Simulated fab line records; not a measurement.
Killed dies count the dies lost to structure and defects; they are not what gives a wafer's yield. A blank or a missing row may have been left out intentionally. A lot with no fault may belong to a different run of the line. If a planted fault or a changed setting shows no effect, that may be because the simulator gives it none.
fab line records	flow n5Finfet
record: lots: 24	wafers: 72	lastDay: 18
route steps=1938 shown BEOL_M3@989 BEOL_M4@1022
lots that met no fault: from a run of the same line without faults
startH: start of the lot's first displayed wafer, in hours after the record's first day	waitH: hours elapsed since this lot's preceding step	" the same as in the row above	L1.1+2: several wafers, shown together as one row	- no value present, or no start provided	* or withheld: withheld	< > ~ a bound
route shown NAME@n: names a module that has steps shown in the file, with the first one's number in the route	usual: mean and standard deviation over wafers with no fault	same: alike in all rows	chamber/n: place in a boat	sites: each site's reading	_std_site: the standard deviation of these	_edge_site: mean of outer sites minus mean of inner sites	radiusMm: how far each site lies from the wafer's centre	mask NAME#n: copy n	behind: the last tool/chamber to shape the wafer	hold: cause of the lot's hold/its duration in hours/its outcome	device: whichever transistor did not switch (one of n, p or np)	end of line: the route-end tests of the same wafers	a step with no rows: only its recipe	killed: dies lost to structure and defects at the first sort, not the wafer's yield	map: dies across one wafer; x = killed, . = not, _ = none there
set.NAME: the setting that was run; set.NAME@STEP: the one run at that earlier step	model.NAME: the simulator's own value behind a step, which no gauge read
a sample of lots followed through the steps of the route, with each step as a table and each wafer as a row
services: when a tool's chamber went out of use (startH, in hours from the record's first day, below 0 if earlier), for how many hours, and the reason
== steps ==
step: N5_BEOL_M3_DEGAS_44
recipe: ambient: vacuum	tempC: 250	timeS: 60
usual: heaterPowerW: 313/24
lot.wafer	tool	chamber	startH	waitH	heaterPowerW
L075.2	pvdSputter-02	-	175.14	1.0	286
L075.3	"	-	"	"	295
L075.5	"	-	"	"	300
L074.3	pvdSputter-02	-	175.50	0.3	294
L074.4	"	-	"	"	353
L074.5	"	-	"	"	352
L076.1	pvdSputter-02	-	178.60	0.4	299
L076.2	"	-	"	"	355
L076.4	"	-	"	"	305
L077.4	pvdSputter-02	-	184.02	0.4	303
L077.5	"	-	"	"	298
L077.6	"	-	"	"	357
L079.2	pvdSputter-02	-	187.06	0.1	348
L079.3	"	-	"	"	281
L079.4	"	-	"	"	304
L078.2	pvdSputter-01	-	187.13	0.1	346
L078.3	"	-	"	"	326
L078.6	"	-	"	"	306
L080.2	pvdSputter-02	-	190.22	0.2	310
L080.4	"	-	"	"	287
L080.5	"	-	"	"	286
L081.2	pvdSputter-01	-	196.08	0.7	339
L081.5	"	-	"	"	347
L081.6	"	-	"	"	301
L082.1	pvdSputter-03	-	196.09	0.6	327
L082.2	"	-	"	"	345
L082.6	"	-	"	"	294
L083.4	pvdSputter-01	-	210.11	0.3	338
L083.5	"	-	"	"	307
L083.6	"	-	"	"	334
L085.1	pvdSputter-02	-	232.88	0.4	279
L085.4	"	-	"	"	346
L085.5	"	-	"	"	307
L084.2	pvdSputter-02	-	236.34	0.3	292
L084.4	"	-	"	"	305
L084.6	"	-	"	"	346
L086.1	pvdSputter-03	-	238.14	0.2	318
L086.4	"	-	"	"	319
L086.6	"	-	"	"	332
L087.1	pvdSputter-02	-	241.67	0.2	298
L087.2	"	-	"	"	279
L087.3	"	-	"	"	350
L088.1	pvdSputter-02	-	244.26	0.1	294
L088.3	"	-	"	"	289
L088.4	"	-	"	"	309
L089.4	pvdSputter-02	-	244.34	0.1	287
L089.5	"	-	"	"	357
L089.6	"	-	"	"	301
L091.1	pvdSputter-01	-	250.51	0.3	334
L091.3	"	-	"	"	295
L091.6	"	-	"	"	333
L090.1	pvdSputter-01	-	250.59	0.3	336
L090.2	"	-	"	"	340
L090.3	"	-	"	"	305
L093.1	pvdSputter-03	-	263.79	0.6	332
L093.4	"	-	"	"	291
L093.6	"	-	"	"	295
L092.1	pvdSputter-02	-	263.92	0.2	280
L092.4	"	-	"	"	342
L092.5	"	-	"	"	281
L094.2	pvdSputter-01	-	293.57	0.5	351
L094.3	"	-	"	"	302
L094.6	"	-	"	"	304
L095.2	pvdSputter-02	-	294.45	0.3	310
L095.4	"	-	"	"	352
L095.5	"	-	"	"	351
L097.2	pvdSputter-03	-	302.50	0.4	287
L097.3	"	-	"	"	315
L097.5	"	-	"	"	338
L096.3	pvdSputter-01	-	305.52	1.4	337
L096.4	"	-	"	"	310
L096.6	"	-	"	"	342
step: N5_BEOL_M3_ANNEAL_89
recipe: tempC: 400	timeS: 240	ambient: vacuum
usual: heaterPowerW: 792/54	susceptor_temp_C_max: 401.0/0.46
lot.wafer	tool	chamber	startH	waitH	heaterPowerW	susceptor_temp_C_max
L075.2	pvdSputter-03	-	176.70	0.0	817	400.7
L075.3	"	-	"	"	747	401.8
L075.5	"	-	"	"	851	400.2
L074.3	pvdSputter-01	-	177.25	0.0	840	400.9
L074.4	"	-	"	"	780	401.5
L074.5	"	-	"	"	832	400.6
L076.1	pvdSputter-01	-	181.59	0.0	783	402.1
L076.2	"	-	"	"	749	401.0
L076.4	"	-	"	"	843	400.7
L077.4	pvdSputter-01	-	185.63	0.0	842	400.7
L077.5	"	-	"	"	853	401.3
L077.6	"	-	"	"	845	400.7
L079.2	pvdSputter-02	-	188.94	0.0	720	400.3
L079.3	"	-	"	"	738	401.5
L079.4	"	-	"	"	910	401.7
L078.2	pvdSputter-03	-	189.02	0.0	816	400.3
L078.3	"	-	"	"	731	401.6
L078.6	"	-	"	"	825	400.9
L080.2	pvdSputter-02	-	191.84	0.0	714	401.0
L080.4	"	-	"	"	762	400.6
L080.5	"	-	"	"	873	401.6
L082.1	pvdSputter-03	-	197.68	0.0	831	400.8
L082.2	"	-	"	"	844	400.3
L082.6	"	-	"	"	800	400.7
L081.2	pvdSputter-01	-	199.53	0.0	847	400.5
L081.5	"	-	"	"	758	401.7
L081.6	"	-	"	"	849	400.8
L083.4	pvdSputter-03	-	212.05	0.0	835	400.5
L083.5	"	-	"	"	832	400.4
L083.6	"	-	"	"	722	401.4
L085.1	pvdSputter-03	-	234.58	0.0	852	400.3
L085.4	"	-	"	"	834	400.5
L085.5	"	-	"	"	760	401.3
L084.2	pvdSputter-02	-	238.09	0.0	775	401.2
L084.4	"	-	"	"	869	401.0
L084.6	"	-	"	"	714	400.7
L086.1	pvdSputter-01	-	239.65	0.0	861	401.0
L086.4	"	-	"	"	738	401.5
L086.6	"	-	"	"	758	401.6
L087.1	pvdSputter-03	-	243.67	0.0	736	401.3
L087.2	"	-	"	"	821	400.5
L087.3	"	-	"	"	795	401.2
L089.4	pvdSputter-03	-	245.84	0.0	845	400.3
L089.5	"	-	"	"	730	402.0
L089.6	"	-	"	"	829	401.0
L088.1	pvdSputter-02	-	245.92	0.0	891	401.3
L088.3	"	-	"	"	784	400.9
L088.4	"	-	"	"	715	400.4
L091.1	pvdSputter-03	-	253.72	0.0	858	400.0
L091.3	"	-	"	"	771	401.0
L091.6	"	-	"	"	820	400.6
L090.1	pvdSputter-01	-	253.85	0.0	842	401.1
L090.2	"	-	"	"	780	401.7
L090.3	"	-	"	"	854	400.7
L093.1	pvdSputter-02	-	265.44	0.0	890	400.7
L093.4	"	-	"	"	752	400.3
L093.6	"	-	"	"	739	400.0
L092.1	pvdSputter-03	-	265.71	0.0	729	401.4
L092.4	"	-	"	"	819	400.7
L092.5	"	-	"	"	846	400.5
L094.2	pvdSputter-03	-	295.20	0.0	845	400.8
L094.3	"	-	"	"	802	400.9
L094.6	"	-	"	"	787	401.1
L095.2	pvdSputter-03	-	297.04	0.0	821	400.9
L095.4	"	-	"	"	862	400.7
L095.5	"	-	"	"	794	401.1
L097.2	pvdSputter-02	-	304.22	0.0	889	401.2
L097.3	"	-	"	"	699	400.9
L097.5	"	-	"	"	878	401.5
L096.3	pvdSputter-02	-	307.12	0.0	731	401.6
L096.4	"	-	"	"	704	400.9
L096.6	"	-	"	"	756	400.6
step: N5_BEOL_M3_RS_MEAS_58
recipe: thkMeasGauge: four-point-probe	reads: Co_of_BEOL_M3_CO_CAP_55+Cu_of_BEOL_M3_ECD_50+Co_of_BEOL_M3_CVD_47+TaN_of_BEOL_M3_ALD_84
usual: M3_RS: 0.66/0.036
lot.wafer	tool	chamber	startH	waitH	M3_RS[ohm/sq]
L075.2	filmMetro-02	-	178.55	0.1	0.68
L075.3	"	-	"	"	0.70
L075.5	"	-	"	"	0.62
L074.3	filmMetro-01	-	179.10	0.1	0.65
L074.4	"	-	"	"	0.66
L074.5	"	-	"	"	0.64
L076.1	filmMetro-01	-	183.44	0.0	0.64
L076.2	"	-	"	"	0.71
L076.4	"	-	"	"	0.71
L077.4	filmMetro-02	-	187.48	0.0	0.60
L077.5	"	-	"	"	0.65
L077.6	"	-	"	"	0.60
L079.2	filmMetro-02	-	190.79	0.1	0.71
L079.3	"	-	"	"	0.67
L079.4	"	-	"	"	0.71
L078.2	filmMetro-01	-	191.04	0.1	0.66
L078.3	"	-	"	"	0.66
L078.6	"	-	"	"	0.64
L080.2	filmMetro-01	-	194.19	0.1	0.69
L080.4	"	-	"	"	0.67
L080.5	"	-	"	"	0.66
L082.1	filmMetro-02	-	199.53	0.0	0.73
L082.2	"	-	"	"	0.71
L082.6	"	-	"	"	0.68
L081.2	filmMetro-01	-	201.38	0.1	0.73
L081.5	"	-	"	"	0.67
L081.6	"	-	"	"	0.64
L083.4	filmMetro-01	-	214.11	0.1	0.58
L083.5	"	-	"	"	0.60
L083.6	"	-	"	"	0.58
L085.1	filmMetro-01	-	236.44	0.0	0.72
L085.4	"	-	"	"	0.65
L085.5	"	-	"	"	0.72
L084.2	filmMetro-01	-	239.93	0.1	0.70
L084.4	"	-	"	"	0.65
L084.6	"	-	"	"	0.72
L086.1	filmMetro-01	-	241.51	0.0	0.69
L086.4	"	-	"	"	0.65
L086.6	"	-	"	"	0.68
L087.1	filmMetro-01	-	245.56	0.0	0.68
L087.2	"	-	"	"	0.73
L087.3	"	-	"	"	0.72
L089.4	filmMetro-01	-	247.97	0.0	0.68
L089.5	"	-	"	"	0.66
L089.6	"	-	"	"	0.68
L088.1	filmMetro-01	-	248.13	0.0	0.64
L088.3	"	-	"	"	0.65
L088.4	"	-	"	"	0.58
L091.1	filmMetro-02	-	255.57	0.0	0.66
L091.3	"	-	"	"	0.67
L091.6	"	-	"	"	0.64
L090.1	filmMetro-02	-	255.70	0.0	0.71
L090.2	"	-	"	"	0.70
L090.3	"	-	"	"	0.64
L093.1	filmMetro-01	-	267.29	0.0	0.65
L093.4	"	-	"	"	0.58
L093.6	"	-	"	"	0.59
L092.1	filmMetro-01	-	267.57	0.0	0.61
L092.4	"	-	"	"	0.62
L092.5	"	-	"	"	0.60
L094.2	filmMetro-02	-	297.30	0.1	0.67
L094.3	"	-	"	"	0.65
L094.6	"	-	"	"	0.64
L095.2	filmMetro-01	-	298.91	0.1	0.67
L095.4	"	-	"	"	0.61
L095.5	"	-	"	"	0.63
L097.2	filmMetro-02	-	306.10	0.1	0.70
L097.3	"	-	"	"	0.67
L097.5	"	-	"	"	0.65
L096.3	filmMetro-02	-	308.96	0.1	0.71
L096.4	"	-	"	"	0.66
L096.6	"	-	"	"	0.63
step: N5_BEOL_M4_THK_MEAS_01
recipe: reads: SiOC_of_BEOL_M4_ILD_DEP_00
usual: M4_ILD_THK: 79.5/1
lot.wafer	tool	chamber	startH	waitH	M4_ILD_THK[nm]
L075.2	filmMetro-02	-	178.68	0.1	78.7
L075.3	"	-	"	"	78.2
L075.5	"	-	"	"	80.7
L074.3	filmMetro-01	-	179.23	0.1	79.7
L074.4	"	-	"	"	80.6
L074.5	"	-	"	"	79.7
L076.1	filmMetro-01	-	183.57	0.0	79.1
L076.2	"	-	"	"	78.9
L076.4	"	-	"	"	79.5
L077.4	filmMetro-02	-	187.63	0.0	79.5
L077.5	"	-	"	"	78.5
L077.6	"	-	"	"	80.0
L079.2	filmMetro-01	-	190.92	0.1	79.7
L079.3	"	-	"	"	78.8
L079.4	"	-	"	"	80.6
L078.2	filmMetro-01	-	191.17	0.1	78.4
L078.3	"	-	"	"	77.3
L078.6	"	-	"	"	79.6
L080.2	filmMetro-02	-	194.32	0.1	78.9
L080.4	"	-	"	"	80.6
L080.5	"	-	"	"	79.9
L082.1	filmMetro-02	-	199.66	0.0	78.9
L082.2	"	-	"	"	78.9
L082.6	"	-	"	"	80.5
L081.2	filmMetro-01	-	201.51	0.1	78.6
L081.5	"	-	"	"	80.0
L081.6	"	-	"	"	79.3
L083.4	filmMetro-01	-	214.24	0.0	80.2
L083.5	"	-	"	"	79.0
L083.6	"	-	"	"	79.4
L085.1	filmMetro-02	-	236.58	0.1	78.2
L085.4	"	-	"	"	79.9
L085.5	"	-	"	"	80.2
L084.2	filmMetro-02	-	240.06	0.1	80.0
L084.4	"	-	"	"	80.4
L084.6	"	-	"	"	81.1
L086.1	filmMetro-01	-	241.64	0.0	78.2
L086.4	"	-	"	"	80.9
L086.6	"	-	"	"	79.5
L087.1	filmMetro-02	-	245.69	0.0	80.7
L087.2	"	-	"	"	78.2
L087.3	"	-	"	"	79.7
L089.4	filmMetro-02	-	248.10	0.0	80.0
L089.5	"	-	"	"	81.0
L089.6	"	-	"	"	80.4
L088.1	filmMetro-01	-	248.26	0.0	78.9
L088.3	"	-	"	"	80.1
L088.4	"	-	"	"	81.6
L091.1	filmMetro-01	-	255.70	0.0	78.7
L091.3	"	-	"	"	77.9
L091.6	"	-	"	"	80.3
L090.1	filmMetro-02	-	255.83	0.0	79.9
L090.2	"	-	"	"	79.0
L090.3	"	-	"	"	78.6
L093.1	filmMetro-01	-	267.42	0.0	78.2
L093.4	"	-	"	"	79.9
L093.6	"	-	"	"	79.1
L092.1	filmMetro-02	-	267.70	0.0	78.4
L092.4	"	-	"	"	78.8
L092.5	"	-	"	"	79.6
L094.2	filmMetro-02	-	297.43	0.1	78.8
L094.3	"	-	"	"	77.8
L094.6	"	-	"	"	79.7
L095.2	filmMetro-02	-	299.04	0.1	78.4
L095.4	"	-	"	"	80.9
L095.5	"	-	"	"	80.1
L097.2	filmMetro-01	-	306.23	0.1	79.9
L097.3	"	-	"	"	78.7
L097.5	"	-	"	"	80.3
L096.3	filmMetro-02	-	309.09	0.1	78.6
L096.4	"	-	"	"	79.8
L096.6	"	-	"	"	78.6
step: N5_BEOL_M4_ETCH_64
recipe: chemistry: N2/H2	target: SOC	targetDepthA: 750	overetchA: 225	maskMaterial: SiARC	tempC: 40	timeS: 121.9	ionEnergyEv: 200	pressureMtorr: 30	sourceW: 840	biasW: 150	n2FlowSccm: 200	h2FlowSccm: 200
usual: biasW: 149.9/0.43	drypumpMotorCurrentA: 5.6/0.4	oesProductAu: 0.61/0.061	rfVppV: 524.2/2.3	showerheadPlenumPTorr: 2.55/0.08	throttleValvePct: 17.82/0.2
lot.wafer	tool	chamber	startH	waitH	biasW	drypumpMotorCurrentA	oesProductAu	rfHoursCounterH	rfVppV	showerheadPlenumPTorr	throttleValvePct
L075.2	rieDiel-05	2	179.86	0.0	149.3	5.8	0.66	49	523.1	2.47	17.83
L075.3	"	1	"	"	150.0	5.9	0.68	37	523.1	2.47	17.83
L075.5	"	0	"	"	149.9	5.8	0.60	-	525.4	2.58	17.57
L074.3	rieDiel-06	2	180.04	0.0	150.9	5.3	0.65	52	527.1	2.69	17.66
L074.4	"	2	"	"	150.6	5.3	0.65	-	527.6	2.69	17.64
L074.5	"	0	"	"	150.0	5.3	0.56	-	522.8	2.55	18.13
L076.1	rieDiel-06	0	184.86	0.0	149.6	5.4	0.57	161	523.9	2.55	18.13
L076.2	"	2	"	"	150.9	5.3	0.64	54	527.8	2.69	17.64
L076.4	"	0	"	"	149.5	5.4	0.57	-	522.1	2.55	18.14
L077.4	rieDiel-05	3	190.49	0.0	149.4	6.2	0.51	248	524.7	2.62	18.07
L077.5	"	1	"	"	150.3	5.8	0.67	-	523.7	2.47	17.81
L077.6	"	0	"	"	150.3	5.7	0.60	-	522.9	2.58	17.59
L079.2	rieDiel-01	0	191.63	0.0	149.7	5.4	0.65	69	523.8	2.56	17.58
L079.3	"	2	"	"	149.6	4.9	0.69	32	525.3	2.60	17.59
L079.4	"	3	"	"	150.1	5.6	0.52	227	526.5	2.61	18.02
L078.2	rieDiel-01	1	193.98	0.0	150.0	6.1	0.63	87	523.8	2.55	17.70
L078.3	"	0	"	"	150.4	5.4	0.65	71	523.2	2.56	17.59
L078.6	"	2	"	"	149.4	4.9	0.69	-	525.2	2.60	17.60
L080.2	rieDiel-06	1	195.38	0.0	150.6	6.1	0.53	217	521.7	2.40	17.95
L080.4	"	0	"	"	150.4	5.3	0.55	165	523.8	2.55	18.14
L080.5	"	2	"	"	150.4	5.3	0.65	-	527.5	2.69	17.65
L082.1	rieDiel-05	0	200.83	0.0	150.5	5.7	0.60	104	523.8	2.58	17.60
L082.2	"	2	"	"	149.7	5.8	0.65	55	522.3	2.47	17.84
L082.6	"	0	"	"	149.5	5.7	0.60	-	523.8	2.58	17.58
L081.2	rieDiel-06	2	205.95	0.0	149.6	5.3	0.64	61	527.8	2.69	17.66
L081.5	"	1	"	"	149.7	6.1	0.54	-	520.5	2.40	17.96
L081.6	"	0	"	"	149.6	5.3	0.56	-	523.4	2.55	18.16
L083.4	rieDiel-05	1	214.94	0.0	150.1	5.9	0.66	49	520.4	2.46	17.84
L083.5	"	3	"	"	149.5	6.3	0.73	-	525.8	2.62	17.72
L083.6	"	2	"	"	149.5	5.8	0.65	-	521.6	2.47	17.85
L085.1	rieDiel-05	0	237.46	0.0	149.6	5.7	0.58	118	523.2	2.58	17.62
L085.4	"	3	"	"	149.7	6.2	0.69	10	525.4	2.62	17.73
L085.5	"	2	"	"	149.1	5.8	0.64	-	522.0	2.47	17.85
L084.2	rieDiel-06	3	242.70	0.0	149.9	5.1	0.70	11	526.2	2.59	17.61
L084.4	"	1	"	"	149.5	6.2	0.53	235	520.1	2.40	17.99
L084.6	"	1	"	"	149.5	6.2	0.53	-	520.4	2.40	17.98
L086.1	rieDiel-01	0	242.97	0.0	150.2	5.4	0.63	87	526.8	2.55	17.61
L086.4	"	1	"	"	149.6	6.1	0.62	103	525.3	2.54	17.75
L086.6	"	3	"	"	150.3	5.6	0.51	-	524.8	2.60	18.06
L087.1	rieDiel-01	2	247.66	0.0	150.2	4.9	0.67	52	525.6	2.59	17.63
L087.2	"	0	"	"	150.1	5.5	0.63	89	524.4	2.55	17.62
L087.3	"	3	"	"	149.4	5.6	0.51	248	526.2	2.60	18.07
L089.4	rieDiel-01	3	250.56	0.0	149.9	5.6	0.51	249	523.4	2.60	18.05
L089.5	"	2	"	"	150.5	4.9	0.66	-	525.4	2.59	17.64
L089.6	"	3	"	"	150.1	5.6	0.51	-	524.2	2.60	18.06
L088.1	rieDiel-06	0	250.60	0.0	149.2	5.3	0.55	186	522.8	2.54	18.20
L088.3	"	2	"	"	149.9	5.3	0.62	78	527.8	2.68	17.67
L088.4	"	3	"	"	149.7	5.1	0.70	14	525.8	2.59	17.61
L091.1	rieDiel-01	3	257.17	0.0	150.5	5.6	0.51	251	527.2	2.60	18.06
L091.3	"	0	"	"	150.2	5.4	0.63	92	525.1	2.55	17.64
L091.6	"	3	"	"	149.5	5.6	0.51	-	524.9	2.60	18.06
L090.1	rieDiel-06	0	257.33	0.0	150.0	5.3	0.55	188	523.1	2.54	18.17
L090.2	"	1	"	"	149.4	6.1	0.54	241	518.2	2.39	18.00
L090.3	"	2	"	"	150.1	5.3	0.62	81	527.4	2.68	17.68
L093.1	rieDiel-06	3	268.44	0.0	149.9	5.1	0.69	20	525.9	2.59	17.61
L093.4	"	1	"	"	150.1	6.2	0.52	244	520.3	2.39	18.00
L093.6	"	0	"	"	150.0	5.3	0.55	-	521.9	2.54	18.19
L092.1	rieDiel-06	0	270.14	0.0	150.0	5.3	0.55	194	523.2	2.54	18.20
L092.4	"	1	"	"	149.9	6.2	0.52	245	519.8	2.39	18.00
L092.5	"	2	"	"	150.9	5.3	0.62	-	528.7	2.68	17.70
L094.2	rieDiel-06	2	299.10	0.0	149.9	5.3	0.60	96	527.1	2.67	17.71
L094.3	"	3	"	"	150.4	5.1	0.67	32	524.9	2.58	17.63
L094.6	"	3	"	"	149.7	5.1	0.66	-	525.9	2.58	17.65
L095.2	rieDiel-06	3	300.04	0.0	150.4	5.1	0.67	33	525.4	2.58	17.64
L095.4	"	0	"	"	150.1	5.3	0.54	-	523.6	2.54	18.21
L095.5	"	3	"	"	150.0	5.1	0.66	-	524.7	2.58	17.63
L097.2	rieDiel-01	3	309.36	0.0	149.1	5.6	0.71	8	525.1	2.60	17.66
L097.3	"	1	"	"	150.2	6.1	0.59	129	524.4	2.53	17.78
L097.5	"	2	"	"	150.4	4.9	0.65	-	523.8	2.58	17.68
L096.3	rieDiel-01	0	310.59	0.0	150.0	5.4	0.61	113	523.4	2.54	17.65
L096.4	"	2	"	"	149.7	4.9	0.63	77	525.0	2.58	17.68
L096.6	"	3	"	"	149.8	5.6	0.72	-	527.1	2.60	17.68
step: N5_BEOL_M4_STRIP_19
recipe: chemistry: O2	powerW: 400	tempC: 40	pressureMtorr: 30	rfFrequencyHz: 6e+07	biasPowerW: 0	overashFraction: 0.2	o2FlowSccm: 225
usual: drypumpMotorCurrentA: 5.6/0.41	oesProductAu: 0.81/0.088	rfVppV: 3.7/0.48	showerheadPlenumPTorr: 2.11/0.076	throttleValvePct: 16.66/0.17
lot.wafer	tool	chamber	startH	waitH	drypumpMotorCurrentA	oesProductAu	rfHoursCounterH	rfVppV	showerheadPlenumPTorr	throttleValvePct
L075.2	rieDiel-05	3	180.14	0.1	6.3	0.67	246	3.9	2.14	16.81
L075.3	"	0	"	"	5.7	0.79	98	4.3	2.12	16.33
L075.5	"	2	"	"	5.8	0.86	-	3.8	2.05	16.79
L074.3	rieDiel-05	1	180.33	0.1	5.9	0.90	37	4.1	2.04	16.62
L074.4	"	3	"	"	6.3	0.67	246	4.2	2.14	16.83
L074.5	"	0	"	"	5.8	0.80	-	3.3	2.12	16.35
L076.1	rieDiel-05	3	185.24	0.2	6.3	0.68	247	4.3	2.14	16.82
L076.2	"	2	"	"	5.8	0.87	51	3.3	2.05	16.80
L076.4	"	1	"	"	5.9	0.91	39	3.5	2.04	16.64
L077.4	rieDiel-06	0	190.92	0.2	5.3	0.74	164	4.0	2.09	16.85
L077.5	"	2	"	"	5.3	0.85	-	4.1	2.22	16.49
L077.6	"	3	"	"	5.1	0.98	-	3.1	2.17	16.57
L079.2	rieDiel-06	3	191.92	0.1	5.1	0.97	1	3.7	2.17	16.58
L079.3	"	0	"	"	5.3	0.74	164	3.4	2.09	16.86
L079.4	"	1	"	"	6.2	0.70	216	4.1	1.97	16.69
L078.2	rieDiel-06	2	194.26	0.1	5.2	0.84	58	2.9	2.22	16.50
L078.3	"	0	"	"	5.3	0.74	165	3.7	2.09	16.86
L078.6	"	2	"	"	5.3	0.85	-	3.1	2.22	16.49
L080.2	rieDiel-06	3	195.66	0.1	5.1	0.95	3	2.8	2.17	16.58
L080.4	"	0	"	"	5.3	0.74	165	3.9	2.09	16.85
L080.5	"	0	"	"	5.3	0.73	-	3.2	2.09	16.87
L082.1	rieDiel-06	3	201.24	0.2	5.1	0.95	4	3.3	2.16	16.60
L082.2	"	1	"	"	6.1	0.70	219	4.0	1.97	16.68
L082.6	"	1	"	"	6.2	0.69	-	2.9	1.97	16.69
L081.2	rieDiel-05	2	206.31	0.1	5.7	0.85	58	4.2	2.05	16.82
L081.5	"	2	"	"	5.8	0.86	-	3.0	2.05	16.80
L081.6	"	1	"	"	5.9	0.89	-	4.8	2.03	16.64
L083.4	rieDiel-01	2	215.23	0.1	4.9	0.89	41	3.2	2.16	16.55
L083.5	"	1	"	"	6.1	0.83	-	4.1	2.12	16.68
L083.6	"	2	"	"	4.9	0.89	-	3.6	2.16	16.52
L085.1	rieDiel-05	0	237.75	0.1	5.7	0.77	118	3.2	2.11	16.37
L085.4	"	2	"	"	5.7	0.84	69	3.8	2.05	16.84
L085.5	"	3	"	"	6.3	0.91	-	3.1	2.13	16.43
L084.2	rieDiel-01	3	243.12	0.2	5.6	0.67	246	3.3	2.16	16.99
L084.4	"	0	"	"	5.4	0.83	87	4.6	2.14	16.66
L084.6	"	1	"	"	6.1	0.81	-	4.2	2.11	16.72
L086.1	rieDiel-05	1	243.32	0.1	5.8	0.87	58	3.4	2.03	16.68
L086.4	"	0	"	"	5.7	0.77	119	3.4	2.11	16.39
L086.6	"	0	"	"	5.7	0.77	-	3.1	2.11	16.38
L087.1	rieDiel-01	2	247.95	0.1	4.9	0.88	52	4.0	2.15	16.54
L087.2	"	3	"	"	5.6	0.67	248	3.7	2.16	17.01
L087.3	"	0	"	"	5.4	0.82	89	4.1	2.14	16.67
L089.4	rieDiel-06	2	250.84	0.1	5.3	0.82	79	4.2	2.21	16.52
L089.5	"	1	"	"	6.1	0.68	-	4.2	1.97	16.73
L089.6	"	2	"	"	5.3	0.83	-	3.4	2.21	16.52
L088.1	rieDiel-06	0	250.89	0.1	5.3	0.71	186	2.9	2.09	16.89
L088.3	"	3	"	"	5.1	0.91	14	3.6	2.16	16.60
L088.4	"	1	"	"	6.1	0.68	238	3.2	1.97	16.74
L091.1	rieDiel-06	2	257.48	0.1	5.3	0.83	81	3.8	2.21	16.53
L091.3	"	1	"	"	6.1	0.69	241	4.3	1.97	16.74
L091.6	"	0	"	"	5.3	0.72	-	3.9	2.09	16.91
L090.1	rieDiel-06	3	257.61	0.1	5.1	0.91	16	3.9	2.16	16.61
L090.2	"	0	"	"	5.3	0.72	188	3.6	2.08	16.89
L090.3	"	2	"	"	5.3	0.82	81	3.4	2.21	16.53
L093.1	rieDiel-06	1	268.73	0.1	6.2	0.69	244	4.2	1.97	16.76
L093.4	"	0	"	"	5.3	0.71	193	4.3	2.08	16.90
L093.6	"	2	"	"	5.3	0.81	-	3.4	2.21	16.53
L092.1	rieDiel-06	3	270.42	0.1	5.1	0.90	21	3.2	2.16	16.62
L092.4	"	1	"	"	6.1	0.68	245	3.2	1.97	16.74
L092.5	"	1	"	"	6.1	0.68	-	3.1	1.96	16.73
L094.2	rieDiel-06	0	299.52	0.2	5.3	0.71	204	3.4	2.08	16.95
L094.3	"	3	"	"	5.1	0.89	32	3.3	2.15	16.63
L094.6	"	2	"	"	5.3	0.79	-	3.7	2.20	16.54
L095.2	rieDiel-05	1	300.34	0.1	5.9	0.84	77	4.7	2.02	16.71
L095.4	"	3	"	"	6.3	0.87	28	3.4	2.12	16.47
L095.5	"	2	"	"	5.8	0.81	-	3.5	2.04	16.86
L097.2	rieDiel-01	0	309.64	0.1	5.4	0.80	112	2.6	2.13	16.70
L097.3	"	1	"	"	6.1	0.79	129	3.1	2.11	16.77
L097.5	"	3	"	"	5.6	0.94	-	4.0	2.15	16.58
L096.3	rieDiel-06	3	310.87	0.1	5.1	0.87	38	4.0	2.15	16.63
L096.4	"	2	"	"	5.3	0.80	102	2.7	2.20	16.56
L096.6	"	1	"	"	6.2	0.99	-	3.6	2.22	16.30
== services ==
tool	chamber	startH	hours	kind
rieDiel-06	3	166.60	-	clean
rieDiel-06	3	166.60	-	consumableReplace:focusRing
rieDiel-05	3	194.37	-	clean
rieDiel-05	3	194.37	-	consumableReplace:focusRing
rieDiel-05	3	194.37	13.7	scheduledDown
rieDiel-05	3	194.37	13.7	ventCycle
rieDiel-06	3	225.92	16.6	repair
rieDiel-01	3	263.49	2.6	repair
rieDiel-01	3	266.36	-	clean
rieDiel-01	3	266.36	-	consumableReplace:focusRing
rieDiel-01	3	266.36	24.7	scheduledDown
rieDiel-01	3	266.36	24.7	ventCycle
rieDiel-06	1	287.58	-	clean
rieDiel-06	1	287.58	-	consumableReplace:focusRing
rieDiel-06	1	287.58	-	consumableReplace:showerhead
rieDiel-06	1	287.58	19.8	scheduledDown
rieDiel-06	1	287.58	19.8	ventCycle
rieDiel-05	-	290.15	2.6	repair
rieDiel-06	0	300.58	5.8	repair
== key ==
fault none
